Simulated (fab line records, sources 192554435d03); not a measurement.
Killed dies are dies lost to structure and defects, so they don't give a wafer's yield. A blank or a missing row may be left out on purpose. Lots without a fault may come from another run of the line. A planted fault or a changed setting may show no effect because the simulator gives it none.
Which tool did it? | flow n5_finfet | 13 lots, 39 wafers sampled, at 2 steps of a route of 1938

WHAT THE GAUGES READ, wafer by wafer
N5_MOL_CONTACT_COAG_CD_MEAS_101: target cd 16 nm. Usual: cd_nm 15.9 nm, standard deviation 0.3.
lot  | measured     | on        | cd_nm (nm)     | flag
L186 | day 6 15:43  | cd_sem-01 | 15.9 16.3 16.7 |
L187 | day 6 20:56  | cd_sem-01 | 16.1 15.7 15.7 |
L188 | day 7 04:16  | cd_sem-02 | 15.7 16.0 15.9 |
L190 | day 7 16:52  | cd_sem-01 | 16.5 16.1 15.9 |
L191 | day 8 02:25  | cd_sem-02 | 16.3 16.0 15.9 |
L192 | day 8 02:48  | cd_sem-02 | 16.0 16.1 15.7 |
L193 | day 8 10:45  | cd_sem-01 | 16.3 15.2 15.7 |
L194 | day 9 02:52  | cd_sem-02 | 16.0 16.8 15.9 |
L195 | day 9 02:56  | cd_sem-03 | 15.6 16.1 15.8 |
L199 | day 10 01:30 | cd_sem-01 | 15.8 15.3 16.1 |
L200 | day 10 09:55 | cd_sem-01 | 15.4 16.4 15.7 |
L201 | day 10 15:11 | cd_sem-01 | 15.7 16.0 15.7 |
L203 | day 11 00:17 | cd_sem-03 | 15.9 15.8 16.4 |

N5_MOL_CONTACT_COAG_INSPECT_97: inspects for defects (darkfield). Usual: raw_defect_count 47, standard deviation 19.
lot  | measured     | on                | raw_defect_count | flag
L186 | day 6 21:54  | defect_inspect-02 | 68 42 48         |
L187 | day 7 00:55  | defect_inspect-02 | 41 50 75         |
L188 | day 7 08:04  | defect_inspect-02 | 98 37 70         |
L190 | day 7 20:42  | defect_inspect-01 | 36 57 45         |
L191 | day 8 06:13  | defect_inspect-01 | 22 36 44         |
L192 | day 8 09:12  | defect_inspect-02 | 46 61 58         |
L193 | day 8 14:34  | defect_inspect-01 | 55 47 21         |
L194 | day 9 06:41  | defect_inspect-02 | 48 16 39         |
L195 | day 9 09:41  | defect_inspect-02 | 20 27 30         |
L199 | day 10 05:19 | defect_inspect-02 | 50 84 81         |
L200 | day 10 13:45 | defect_inspect-02 | 104 52 79        |
L201 | day 10 18:59 | defect_inspect-02 | 33 29 25         |
L203 | day 11 04:05 | defect_inspect-02 | 50 49 59         |

WHICH TOOL RAN EACH LOT (tool, then ch and the chambers of the sampled wafers, then the start)
The record holds no process step before these readings.

WHAT THE TOOLS THEMSELVES READ (means of the sampled wafers that have a number; where no wafer has one, the mark that the record gives instead)
The record holds no such reading with a usual standard deviation.

THE ANSWER, worked out from the rows above alone
Rule: a lot is off if the mean of its wafers that have a number lies more than 3 standard deviations from the usual mean. A lot without any number at a reading at which 4 lots or more have one is off too. The other lots that the step has rows for count as sound. The gauges are gone through in route order, then the tools' own readings, and for those a lot's mean is taken as printed above. The first step at which some lot is off is used, and at that step the reading that is off furthest; a lot without a number counts as furthest.
No lot is off at any reading shown: from this, nothing can be told.

WHAT THE SIMULATOR HAD PUT IN
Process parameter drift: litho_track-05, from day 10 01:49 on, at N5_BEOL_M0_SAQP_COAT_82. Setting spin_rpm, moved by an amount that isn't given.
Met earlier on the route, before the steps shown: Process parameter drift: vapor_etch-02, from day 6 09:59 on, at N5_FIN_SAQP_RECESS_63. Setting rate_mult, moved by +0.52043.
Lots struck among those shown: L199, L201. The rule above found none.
